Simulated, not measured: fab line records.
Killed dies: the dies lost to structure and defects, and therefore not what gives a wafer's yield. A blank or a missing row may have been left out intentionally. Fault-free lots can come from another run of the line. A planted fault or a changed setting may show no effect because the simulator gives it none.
Chamber matching || flow nand-harc || NHARC_P_M1_DESCUM_14 on rie-diel-12 has 4 sister chambers
The step chemistry O2, time 3 s. 14 wafers are shown with their chamber, then 7 later ones without.

WAFERS, EACH WITH ITS CHAMBER
{"wafer": "L075.2", "chamber": 0, "drypump-motor-current-A (A)": 5.9, "oes-product-au (a.u.)": 0.986, "throttle-valve-pct (%)": 11.294}
{"wafer": "L075.3", "chamber": 2, "drypump-motor-current-A (A)": 5.0, "oes-product-au (a.u.)": 0.994, "throttle-valve-pct (%)": 11.313}
{"wafer": "L075.4", "chamber": 3, "drypump-motor-current-A (A)": 5.4, "oes-product-au (a.u.)": 1.009, "throttle-valve-pct (%)": 11.317}
{"wafer": "L077.2", "chamber": 3, "drypump-motor-current-A (A)": 5.4, "oes-product-au (a.u.)": 1.013, "throttle-valve-pct (%)": 11.302}
{"wafer": "L077.3", "chamber": 0, "drypump-motor-current-A (A)": 5.9, "oes-product-au (a.u.)": 0.987, "throttle-valve-pct (%)": 11.315}
{"wafer": "L077.5", "chamber": 2, "drypump-motor-current-A (A)": 4.9, "oes-product-au (a.u.)": 1.003, "throttle-valve-pct (%)": 11.290}
{"wafer": "L081.2", "chamber": 1, "drypump-motor-current-A (A)": 5.5, "oes-product-au (a.u.)": 1.004, "throttle-valve-pct (%)": 11.312}
{"wafer": "L081.3", "chamber": 3, "drypump-motor-current-A (A)": 5.4, "oes-product-au (a.u.)": 1.020, "throttle-valve-pct (%)": 11.313}
{"wafer": "L081.5", "chamber": 1, "drypump-motor-current-A (A)": 5.5, "oes-product-au (a.u.)": 1.003, "throttle-valve-pct (%)": 11.321}
{"wafer": "L082.3", "chamber": 0, "drypump-motor-current-A (A)": 5.9, "oes-product-au (a.u.)": 0.988, "throttle-valve-pct (%)": 11.315}
{"wafer": "L082.4", "chamber": 3, "drypump-motor-current-A (A)": 5.4, "oes-product-au (a.u.)": 1.030, "throttle-valve-pct (%)": 11.305}
{"wafer": "L082.6", "chamber": 0, "drypump-motor-current-A (A)": 5.9, "oes-product-au (a.u.)": 0.992, "throttle-valve-pct (%)": 11.300}
{"wafer": "L083.2", "chamber": 0, "drypump-motor-current-A (A)": 5.9, "oes-product-au (a.u.)": 0.993, "throttle-valve-pct (%)": 11.303}
{"wafer": "L083.5", "chamber": 2, "drypump-motor-current-A (A)": 4.9, "oes-product-au (a.u.)": 1.000, "throttle-valve-pct (%)": 11.295}

SIGNATURES (averages over the wafers above)
{"reading": "drypump-motor-current-A", "chamber 0": 5.900, "chamber 1": 5.500, "chamber 2": 4.933, "chamber 3": 5.400, "scatter within a chamber": 0.0258}
{"reading": "oes-product-au", "chamber 0": 0.98920, "chamber 1": 1.00350, "chamber 2": 0.99900, "chamber 3": 1.01800, "scatter within a chamber": 0.00579}
{"reading": "throttle-valve-pct", "chamber 0": 11.30540, "chamber 1": 11.31650, "chamber 2": 11.29933, "chamber 3": 11.30925, "scatter within a chamber": 0.00909}
Rule: a wafer's distance from a chamber is the root of the sum, over the readings, of the square of ((its reading less the chamber's mean) divided by the reading's scatter). The wafer belongs to the nearest chamber; if the next one is less than 2 further off, it can't be placed. The scatter: the root of (the sum of the squares of (reading less its chamber's mean) over the shown wafers, divided by (wafers less chambers)).

WAFERS MISSING THEIR CHAMBER
{"wafer": "L083.6", "drypump-motor-current-A (A)": 5.6, "oes-product-au (a.u.)": 0.986, "throttle-valve-pct (%)": 11.318}
{"wafer": "L087.2", "drypump-motor-current-A (A)": 5.9, "oes-product-au (a.u.)": 1.014, "throttle-valve-pct (%)": 11.295}
{"wafer": "L087.3", "drypump-motor-current-A (A)": 5.4, "oes-product-au (a.u.)": 1.037, "throttle-valve-pct (%)": 11.320}
{"wafer": "L087.4", "drypump-motor-current-A (A)": 4.9, "oes-product-au (a.u.)": 1.019, "throttle-valve-pct (%)": 11.307}
{"wafer": "L091.2", "drypump-motor-current-A (A)": 5.9, "oes-product-au (a.u.)": 1.001, "throttle-valve-pct (%)": 11.298}
{"wafer": "L091.3", "drypump-motor-current-A (A)": 5.4, "oes-product-au (a.u.)": 1.014, "throttle-valve-pct (%)": 11.319}
{"wafer": "L091.4", "drypump-motor-current-A (A)": 5.0, "oes-product-au (a.u.)": 1.006, "throttle-valve-pct (%)": 11.316}

WHICH CHAMBER EACH WENT THROUGH
{"wafer": "L083.6", "from the rows above": 1, "in truth": 1}
{"wafer": "L087.2", "from the rows above": 0, "in truth": 0}
{"wafer": "L087.3", "from the rows above": 3, "in truth": 3}
{"wafer": "L087.4", "from the rows above": 2, "in truth": 2}
{"wafer": "L091.2", "from the rows above": 0, "in truth": 0}
{"wafer": "L091.3", "from the rows above": 3, "in truth": 3}
{"wafer": "L091.4", "from the rows above": 2, "in truth": 2}
Correctly placed: 7 of 7. From these rows, 0 cannot be placed. 0 placed wrongly.
